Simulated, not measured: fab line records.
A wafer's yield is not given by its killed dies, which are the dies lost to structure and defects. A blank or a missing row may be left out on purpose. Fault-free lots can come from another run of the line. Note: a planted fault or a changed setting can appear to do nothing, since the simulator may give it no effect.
Matching of chambers + flow n5-finfet + 4 sister chambers for N5_MOL_CONTACT_COAG_ALD_20 on ald-metal-04
The step deposits TiN, target thk 1.5 nm, pulse time 1 s, purge time 3 s. 8 wafers are shown with their chamber, then 7 later ones without.

## WAFERS PAIRED WITH THEIR CHAMBERS
| wafer  | chamber | heater-power-w (W) | precursor-pulse-height-rel |
|--------|---------|--------------------|----------------------------|
| L386.5 | 0       | 897                | 0.979                      |
| L390.2 | 0       | 881                | 1.014                      |
| L390.5 | 3       | 779                | 1.022                      |
| L391.2 | 2       | 1005               | 0.968                      |
| L391.3 | 1       | 920                | 0.997                      |
| L391.5 | 3       | 783                | 0.988                      |
| L392.1 | 2       | 1047               | 1.019                      |
| L392.4 | 1       | 927                | 1.010                      |

## WAFERS MISSING THEIR CHAMBER
| wafer  | heater-power-w (W) | precursor-pulse-height-rel |
|--------|--------------------|----------------------------|
| L392.5 | 879                | 1.016                      |
| L395.4 | 1024               | 0.978                      |
| L395.5 | 795                | 1.026                      |
| L395.6 | 1034               | 0.994                      |
| L396.1 | 1031               | 1.004                      |
| L396.3 | 776                | 1.015                      |
| L396.5 | 771                | 1.029                      |

## EACH ONE'S CHAMBER
| wafer  | from the rows above     | in truth |
|--------|-------------------------|----------|
| L392.5 | can't be placed: 0 or 1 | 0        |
| L395.4 | 2                       | 2        |
| L395.5 | 3                       | 3        |
| L395.6 | 2                       | 2        |
| L396.1 | 2                       | 2        |
| L396.3 | 3                       | 3        |
| L396.5 | 3                       | 3        |
Correct placement for 6 of the 7. Not placeable from these rows: 1 (in 1, the candidates include the true chamber). Placed wrongly: 0.
How it was worked out, from the rows above alone: a wafer's distance from a chamber is the root of the sum, over the readings, of the square of ((its reading less the chamber's mean) divided by the reading's scatter). The wafer belongs to the nearest chamber; if the next one is less than 2 further off, it can't be placed. A chamber's mean is the mean of its shown wafers. The scatter: take each reading less its chamber's mean, square it, sum over the shown wafers, divide by the number of wafers less the number of chambers, and take the root.
